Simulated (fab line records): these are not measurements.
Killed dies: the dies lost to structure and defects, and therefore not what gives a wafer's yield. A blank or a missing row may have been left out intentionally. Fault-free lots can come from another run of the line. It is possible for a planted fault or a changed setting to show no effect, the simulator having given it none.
Lot-split experiment | flow n5 finfet | 7 lots, 21 wafers read, on a route of 1938 steps

THE SPLIT
At N5_SDB_COAT_03 (time 60 s, resist thk 100 nm), the setting spin rpm was moved away from the recipe's 1500 rpm on 9 of the 21 wafers read, by -8.7% to +11.1%. The other wafers ran this setting at the recipe's value.

FROM THE SPLIT TO THE READING: what the file shows between them, 7 steps
- N5_SDB_COAT_04: time 60 s, resist thk 18 nm
- N5_SDB_COAT_05: resist thk 90 nm
- N5_SDB_DESCUM_16: chemistry O2, time 7.9 s
- N5_SDB_ETCH_17: etches SiARC in CF4, target depth 23.4 nm, time 39 s
- N5_SDB_ETCH_18: etches SOC in N2/H2, target depth 100 nm, overetch 20 nm, time 150 s
- N5_SDB_STRIP_19: strips in N2/H2
- N5_SDB_STRIP_21: strips in CF4

THE READING
SOC_of_SDB_COAT_03.thk nm (the simulator's own value, which no gauge read), in nm, at N5_SDB_HM_OPEN_20 (chemistry CH3F/O2, target SiNx, stops on poly-Si, target depth 24 nm). There is no usual value for it anywhere in the file. Across the 12 wafers here that went through the recipe, the average is 83.9 nm and the standard deviation 0.39 nm.

wafer  | tool, chamber at the split | spin rpm as run, rpm | against the recipe | SOC_of_SDB_COAT_03.thk nm, nm | against lot-mates on the recipe
L077.1 | litho track-02, 0          | 1565                 | +4.3%              | 81.2                          | -2.6
L077.2 | litho track-02, 0          | 1565                 | +4.3%              | 81.4                          | -2.4
L077.4 | litho track-02, 0          | 1500                 | recipe             | 83.8                          | -
L078.2 | litho track-02, 0          | 1369                 | -8.7%              | 88.2                          | +3.9
L078.4 | litho track-02, 0          | 1500                 | recipe             | 84.4                          | -
L078.5 | litho track-02, 0          | 1500                 | recipe             | 84.2                          | -
L080.1 | litho track-02, 0          | 1500                 | recipe             | 83.8                          | -
L080.2 | litho track-02, 0          | 1500                 | recipe             | 83.8                          | -
L080.5 | litho track-02, 0          | 1414                 | -5.7%              | 86.8                          | +3.0
L090.2 | litho track-03, 0          | 1667                 | +11.1%             | 79.6                          | -4.4
L090.3 | litho track-03, 0          | 1667                 | +11.1%             | 79.2                          | -4.8
L090.5 | litho track-03, 0          | 1500                 | recipe             | 84                            | -
L092.3 | litho track-02, 0          | 1500                 | recipe             | 84.2                          | -
L092.4 | litho track-02, 0          | 1500                 | recipe             | 83.8                          | -
L092.6 | litho track-02, 0          | 1500                 | recipe             | 83.8                          | -
L096.3 | litho track-02, 0          | 1457                 | -2.9%              | 85.8                          | +1.6
L096.4 | litho track-02, 0          | 1457                 | -2.9%              | 85.6                          | +1.4
L096.6 | litho track-02, 0          | 1500                 | recipe             | 84.2                          | -
L097.1 | litho track-03, 0          | 1500                 | recipe             | 83.6                          | -
L097.2 | litho track-03, 0          | 1500                 | recipe             | 82.8                          | -
L097.5 | litho track-03, 0          | 1661                 | +10.7%             | 79.4                          | -3.8

THE FIT
A straight line over all 21 wafers: SOC_of_SDB_COAT_03.thk nm changes by -0.45 nm for each +1% of spin rpm; r = -0.98; the points scatter about the line by 0.47 nm.
The same after taking each lot's own level away (the mean of its wafers on the recipe; 21 wafers): -0.429 nm for each +1%; r = -0.99; scatter 0.36 nm.
That fit puts the effect of the largest move of spin rpm on the reading at 4.8 nm.
From 83.20 to 84.30 nm: that is the span of the lots' own levels, equal to 2.8 times the standard deviation above.
So the lot-to-lot level changes the slope little: the two slopes agree.
Check: -4.83 nm against its lot-mates is what the line predicts for one of the wafers moved furthest among these (+11.1%) when that wafer is left out of the fit. Against them it came out at -4.4 nm.

OTHER SPLITS APPLIED TO THESE WAFERS
Other splits were also applied to these wafers ahead of the reading. Each is held against what the fit with the lots' levels taken away leaves over:
other split on the same wafers     | wafers away from the commonest value | r with SOC_of_SDB_COAT_03.thk nm (lot level and that fit taken away)
N5_SD_EPI_N_ETCH_16 target depth a | 7                                    | +0.10

THE WHOLE CHAIN: every reading that the file lists as answering this split, in the file's order
step              | what it does                                                         | reading                                                                    | change (the file's fit)               | r (the file's)
N5_SDB_COAT_03    | time 60 s, resist thk 100 nm                                         | SOC_of_SDB_COAT_03.thk nm (the simulator's own value, which no gauge read) | -0.466 nm for each +1% of the setting | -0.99
N5_SDB_ETCH_18    | etches SOC in N2/H2, target depth 100 nm, overetch 20 nm, time 150 s | etch.depth nm (the simulator's own value, which no gauge read)             | -0.464 nm for each +1% of the setting | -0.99
N5_SDB_HM_OPEN_20 | chemistry CH3F/O2, target SiNx, stops on poly-Si, target depth 24 nm | SOC_of_SDB_COAT_03.thk nm (the simulator's own value, which no gauge read) | -0.422 nm for each +1% of the setting | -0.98
N5_SDB_STRIP_22   | strips in N2/H2                                                      | strip time to endpoint s                                                   | withheld for each +1% of the setting  | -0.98

FILE'S OWN FIT
SOC_of_SDB_COAT_03.thk nm changes by -0.422 nm for each +1% of spin rpm, r = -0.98.
